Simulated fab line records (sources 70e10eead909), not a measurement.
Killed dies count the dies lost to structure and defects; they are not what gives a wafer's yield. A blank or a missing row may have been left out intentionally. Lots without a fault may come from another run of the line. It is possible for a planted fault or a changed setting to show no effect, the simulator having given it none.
Which tool is to blame? ; flow nand_harc ; 11 lots, 33 wafers sampled, at 8 steps of a route of 1302

WHAT EACH GAUGE READ, for each wafer
NHARC_A_CHANNEL_HOLE_D2_CD_MEAS_10 targets a cd of 100 nm.
lot;measured;on;cd_nm (nm)
L334;day 16 21:22;cd_sem-01;100.2 100.4 100.8
L332;day 16 22:19;cd_sem-02;105.1 105.6 105.0
L333;day 17 06:43;cd_sem-03;104.7 104.7 104.5
L335;day 17 21:52;cd_sem-02;104.5 104.5 104.3
L338;day 18 08:10;cd_sem-01;99.5 100.3 100.4
L343;day 20 05:34;cd_sem-02;99.6 98.9 98.8
L344;day 21 10:16;cd_sem-01;99.8 99.3 99.5
L346;day 22 02:08;cd_sem-01;100.1 100.4 100.8
L345;day 22 03:37;cd_sem-01;99.4 99.8 100.0
L348;day 22 15:02;cd_sem-03;100.2 99.6 100.2
L347;day 22 16:25;cd_sem-01;100.2 100.5 100.7

NHARC_A_CHANNEL_HOLE_D2_INSPECT_12.
lot;measured;on;raw_defect_count
L334;day 17 04:06;defect_inspect-01;50 57 56
L332;day 17 04:10;defect_inspect-01;6 8 15
L333;day 17 06:50;defect_inspect-01;8 9 10
L335;day 17 21:59;defect_inspect-01;49 65 58
L338;day 18 08:17;defect_inspect-02;52 67 39
L343;day 20 05:41;defect_inspect-01;17 14 16
L344;day 21 10:23;defect_inspect-01;15 15 15
L346;day 22 02:15;defect_inspect-01;3 5 0
L345;day 22 03:44;defect_inspect-02;15 12 20
L348;day 22 15:09;defect_inspect-01;18 28 11
L347;day 22 16:32;defect_inspect-01;3 4 4

NHARC_A_CHANNEL_HOLE_D2_CD_MEAS_31.
lot;measured;on;cd_nm (nm)
L334;day 17 10:53;cd_sem-02;90.2 90.5 91.3
L332;day 17 15:12;cd_sem-03;94.3 93.9 95.2
L333;day 17 16:38;cd_sem-03;94.9 94.4 94.6
L335;day 18 08:25;cd_sem-03;94.4 95.1 95.0
L338;day 18 20:04;cd_sem-02;88.8 90.5 90.5
L343;day 20 14:46;cd_sem-01;90.3 88.4 88.6
L344;day 21 17:18;cd_sem-01;90.3 88.5 90.3
L346;day 22 12:23;cd_sem-01;92.4 92.7 91.6
L345;day 22 12:53;cd_sem-01;88.8 89.1 90.1
L348;day 22 22:05;cd_sem-02;89.4 88.7 87.8
L347;day 22 23:27;cd_sem-02;91.2 92.0 92.0

NHARC_END_SORT_01.
lot;measured;on;killed_at_array;killed_at_other;killed_at_periphery;killed_dies;killed_open;killed_short
L334;day 28 06:37;prober-01;84 79 74;0 0 0;4 2 0;88 81 74;2 4 1;3 4 0
L332;day 28 22:13;prober-02;33 21 31;1 0 1;2 2 3;36 23 35;5 2 3;3 1 4
L333;day 29 13:23;prober-02;41 49 53;2 1 0;9 9 7;52 59 60;3 4 3;2 3 4
L335;day 29 06:25;prober-02;48 54 57;2 2 1;8 4 6;58 60 64;3 2 1;3 3 3
L338;day 29 19:13;prober-01;75 62 53;1 2 0;0 5 2;76 69 55;0 0 6;5 1 2
L343;day 32 01:26;prober-02;24 30 24;1 2 1;5 0 4;30 32 29;3 6 2;3 2 0
L344;day 32 11:45;prober-02;32 37 37;2 1 0;2 5 2;36 43 39;4 3 2;3 2 4
L346;day 33 03:28;prober-01;41 47 32;2 1 2;2 2 7;45 50 41;1 5 4;3 1 4
L345;day 33 07:59;prober-02;53 60 53;0 0 2;7 8 6;60 68 61;1 3 5;3 1 3
L348;day 33 18:46;prober-02;63 59 50;0 1 2;4 4 6;67 64 58;4 3 6;2 3 2
L347;day 33 18:42;prober-01;79 78 59;2 2 0;0 3 4;81 83 63;2 4 2;1 3 1

TOOL THAT RAN EACH LOT (tool first, then ch and the chambers of the sampled wafers, then the start)
lot;NHARC_A_CHANNEL_HOLE_D2_DEP_00;NHARC_A_CHANNEL_HOLE_D2_PEB_08;NHARC_A_CHANNEL_HOLE_D2_ETCH_38;NHARC_A_CHANNEL_HOLE_D2_XSEM_32
L334;acl_dep-03 ch 0, day 16 18:50;litho_track-06 ch 0, day 16 21:18;rie_diel-02 ch 0,3, day 17 04:16;xsem-01 ch 0, day 17 10:58
L332;acl_dep-02 ch 0, day 16 19:59;litho_track-06 ch 0, day 16 22:14;rie_diel-06 ch 2,3, day 17 04:21;xsem-02 ch 0, day 17 15:17
L333;acl_dep-01 ch 0, day 17 04:04;litho_track-06 ch 0, day 17 06:38;rie_diel-06 ch 1,2,3, day 17 06:59;xsem-01 ch 0, day 17 16:43
L335;acl_dep-01 ch 0, day 17 19:40;litho_track-06 ch 0, day 17 21:47;rie_diel-02 ch 0,3, day 17 22:08;xsem-01 ch 0, day 18 08:31
L338;acl_dep-01 ch 0, day 18 05:30;litho_track-01 ch 0, day 18 08:05;rie_diel-06 ch 0,2,3, day 18 08:26;xsem-01 ch 0, day 18 20:09
L343;acl_dep-02 ch 0, day 20 02:54;litho_track-04 ch 0, day 20 05:29;rie_diel-06 ch 0,1,2, day 20 05:50;xsem-01 ch 0, day 20 14:50
L344;acl_dep-01 ch 0, day 21 08:33;litho_track-04 ch 0, day 21 10:10;rie_diel-12 ch 0,1,3, day 21 10:32;xsem-02 ch 0, day 21 17:24
L346;acl_dep-02 ch 0, day 21 23:29;litho_track-06 ch 0, day 22 02:03;rie_diel-02 ch 0,1,3, day 22 02:29;xsem-02 ch 0, day 22 12:29
L345;acl_dep-01 ch 0, day 22 01:14;litho_track-04 ch 0, day 22 03:32;rie_diel-12 ch 1,2,3, day 22 03:53;xsem-01 ch 0, day 22 12:59
L348;acl_dep-01 ch 0, day 22 12:32;litho_track-06 ch 0, day 22 14:57;rie_diel-02 ch 0,1,3, day 22 15:20;xsem-02 ch 0, day 22 22:11
L347;acl_dep-03 ch 0, day 22 13:46;litho_track-06 ch 0, day 22 16:20;rie_diel-06 ch 0,1,2, day 22 16:41;xsem-01 ch 0, day 22 23:32
- NHARC_A_CHANNEL_HOLE_D2_DEP_00: deposits aC, target thk 3100 nm.
- NHARC_A_CHANNEL_HOLE_D2_PEB_08: peb time 65 s.
- NHARC_A_CHANNEL_HOLE_D2_ETCH_38: etches the open film in CF4, target depth 39 nm, time 65 s.
- NHARC_A_CHANNEL_HOLE_D2_XSEM_32

WHAT THE TOOLS THEMSELVES READ (means of the sampled wafers that have a number; where no wafer has one, the mark that the record gives instead)
NHARC_A_CHANNEL_HOLE_D2_DEP_00.
lot;tool;throttle_valve_pct (%)
L334;acl_dep-03;35.009
L332;acl_dep-02;35.003
L333;acl_dep-01;34.997
L335;acl_dep-01;34.993
L338;acl_dep-01;34.995
L343;acl_dep-02;35.002
L344;acl_dep-01;34.997
L346;acl_dep-02;35.001
L345;acl_dep-01;35.000
L348;acl_dep-01;34.992
L347;acl_dep-03;35.002

NHARC_A_CHANNEL_HOLE_D2_ETCH_38.
lot;tool;drypump_motor_current_A (A);oes_product_au (a.u.);rf_vpp_V (V);showerhead_plenum_p_Torr (Torr);throttle_valve_pct (%)
L334;rie_diel-02;5.7;0.998;151.2;1.71;13.291
L332;rie_diel-06;5.6;0.991;149.6;1.67;13.285
L333;rie_diel-06;5.7;0.995;149.7;1.67;13.272
L335;rie_diel-02;5.7;0.987;150.0;1.71;13.281
L338;rie_diel-06;5.7;1.005;150.6;1.67;13.288
L343;rie_diel-06;5.8;1.012;149.9;1.67;13.284
L344;rie_diel-12;6.1;1.003;151.6;1.81;13.287
L346;rie_diel-02;5.6;0.993;150.4;1.72;13.277
L345;rie_diel-12;6.4;1.005;151.1;1.76;13.285
L348;rie_diel-02;5.7;1.001;150.7;1.72;13.272
L347;rie_diel-06;5.8;0.997;150.3;1.67;13.284

NHARC_A_CHANNEL_HOLE_D2_XSEM_32.
lot;tool;bot_cd_nm (nm);bow_nm (nm);tilt_deg (degrees)
L334;xsem-01;75.4;8.84;0.02
L332;xsem-02;78.8;8.68;0.13
L333;xsem-01;78.9;8.14;0.05
L335;xsem-01;79.5;8.56;0.08
L338;xsem-01;73.5;8.43;0.05
L343;xsem-01;73.4;8.25;0.00
L344;xsem-02;74.5;8.40;0.02
L346;xsem-02;76.7;8.60;0.06
L345;xsem-01;73.3;8.78;0.10
L348;xsem-02;73.4;8.81;0.10
L347;xsem-01;76.3;8.78;0.04

THE ANSWER, worked out from the rows above alone
Rule: the lots themselves supply what counts as usual. The widest of any qualifying gaps counts: lots, ordered by their means at a reading, are off when they make up no more than a third of the lots, leave a main group of 4 or more, and stand apart from it by 3 or more times the standard deviation of that group's means. The tables above print the reading to a certain number of digits; a main group whose means all agree to those digits is not used. Also off: a lot with no number at a reading for which 4 or more lots have one. All remaining lots with rows at the step are treated as sound. After the gauges, taken in route order, come the tools' own readings; for these a lot's mean is taken, as printed above. At the first step where some lot is off, the reading lying furthest off is the one used; lots without a number count as furthest.
Off: L332, L333, L335, at NHARC_A_CHANNEL_HOLE_D2_CD_MEAS_10 (cd_nm). Main group: mean 100.0 nm, sd 0.46.
If a tool, at a process step before that reading, ran all the lots that are off and no sound lot after the first of them, it fits. Gauges at NHARC_A_CHANNEL_HOLE_D2_CD_MEAS_10: tried the same way as those tools. Not one of the candidates tried fits.

WHAT THE SIMULATOR HAD PUT IN
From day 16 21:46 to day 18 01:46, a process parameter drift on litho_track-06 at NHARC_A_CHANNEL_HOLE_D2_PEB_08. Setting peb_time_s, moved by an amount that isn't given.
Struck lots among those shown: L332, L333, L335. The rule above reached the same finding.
